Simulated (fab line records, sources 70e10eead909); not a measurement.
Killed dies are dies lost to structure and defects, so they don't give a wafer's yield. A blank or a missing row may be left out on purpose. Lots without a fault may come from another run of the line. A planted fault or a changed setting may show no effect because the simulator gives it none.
A struck lot beside a sound one | flow nand_harc | 15 steps out of a route of 1159
Sound: wafers L498.1, L498.2, L498.4. Struck: wafers L491.3, L491.4, L491.6. The cause comes at the end.
At each step with rows: each side's tool, then ch and its chambers, then its first start. Under that, the readings that differ: sound wafers | struck wafers | difference of the means | sigmas: that difference in standard deviations of wafers without a fault.
alike: readings whose means differ by less than 2 such deviations, and words and numbers that are the same on both sides. not compared: withheld readings, readings that some wafer has no value for, bounds like >300 that may hide the same value, and numbers for which the record gives no deviation and whose values overlap.
The two part at a step that has a row with sigmas, a row that says differs or no value, or rows on one side only. Numbers that don't overlap but have no deviation are shown without sigmas and don't part them. A reading that every wafer of one side lacks parts them only if that side has two wafers or more.

first, 4 steps without rows for these wafers: NHARC_A_M1_EBR_05; NHARC_A_M1_EXPOSE_06 (exposes mask A M1, target cd 120 nm); NHARC_A_M1_PEB_07 (peb time 65 s); NHARC_A_M1_DEVELOP_08 (develop time 35 s).
NHARC_A_M1_CD_MEAS_09: target cd 120 nm.
  sound on cd_sem-02 ch 0, day 22 18:41; struck on cd_sem-02 ch 0, day 20 11:14
  alike: cd_nm
NHARC_A_M1_OVL_MEAS_10: pitch 240 nm.
  sound on overlay-01, day 22 18:47; struck on overlay-01, day 20 11:19
  alike: overlay_x_nm, overlay_y_nm
NHARC_A_M1_INSPECT_11:
  sound on defect_inspect-02, day 22 18:49; struck on defect_inspect-01, day 20 11:22
  alike: raw_defect_count
NHARC_A_M1_DESCUM_14: chemistry O2, time 3 s.
  sound on rie_diel-12 ch 0,1,3, day 22 18:53; struck on rie_diel-12 ch 0,2,3, day 20 11:26
  alike: drypump_motor_current_A, oes_product_au, rf_vpp_V, showerhead_plenum_p_Torr, throttle_valve_pct
  not compared: rf_hours_counter_h
NHARC_A_M1_ETCH_35: etches the open film in N2/H2, target depth 40 nm, overetch 12 nm, time 43.94 s.
  sound on rie_diel-12 ch 1,2,3, day 22 18:58; struck on rie_diel-12 ch 0,1, day 20 11:30
  alike: bias_w, chamber_pressure_mTorr, drypump_motor_current_A, oes_product_au, rf_vpp_V, showerhead_plenum_p_Torr, throttle_valve_pct
  not compared: rf_hours_counter_h
NHARC_A_M1_ETCH_15: etches the open film in C4F8/Ar, target depth 182.5 nm, time 91.2 s.
  sound on rie_diel-12 ch 0,2,3; struck on rie_diel-12 ch 1,3
  reading               | sound             | struck            | difference | sigmas
  oes_product_au (a.u.) | 0.915 0.926 0.934 | 0.991 0.972 0.980 | +0.056     | +2
  alike: bias_w, chamber_pressure_mTorr, rf_vpp_V
  not compared: rf_hours_counter_h
NHARC_A_M1_CD_MEAS_16:
  sound on cd_sem-01, day 22 19:11; struck on cd_sem-01, day 20 11:44
  alike: cd_nm
NHARC_A_M1_STRIP_18: strips in N2/H2.
  sound on rie_diel-12 ch 0,2,3, day 22 19:16; struck on rie_diel-08 ch 0,1, day 20 11:47
  alike: drypump_motor_current_A, oes_product_au, rf_vpp_V, showerhead_plenum_p_Torr, throttle_valve_pct
  not compared: rf_hours_counter_h
NHARC_A_M1_ETCH_28: etches the open film in CF4/N2, target depth 30 nm, time 72.99 s.
  sound on rie_diel-12 ch 0,1,2, day 22 19:30; struck on rie_diel-08 ch 0,2, day 20 12:02
  no value came back on the struck wafers for any of 8 readings (bias_w (W), cf4_flow_sccm (sccm) and others); on the sound wafers bias_w (W) reads 100.4 100.0 100.7
then, 1 step without rows for these wafers: NHARC_A_M1_STRIP_19 (strips in post etch residue remover, time 600 s).
NHARC_END_SORT_01:
  the record has rows for the struck wafers here (prober-02 ch 0, day 22 03:32) and none for the sound ones

WHERE THEY PART
First at NHARC_A_M1_ETCH_15; last, within this record, at NHARC_END_SORT_01.

WHY: what the simulator had put in
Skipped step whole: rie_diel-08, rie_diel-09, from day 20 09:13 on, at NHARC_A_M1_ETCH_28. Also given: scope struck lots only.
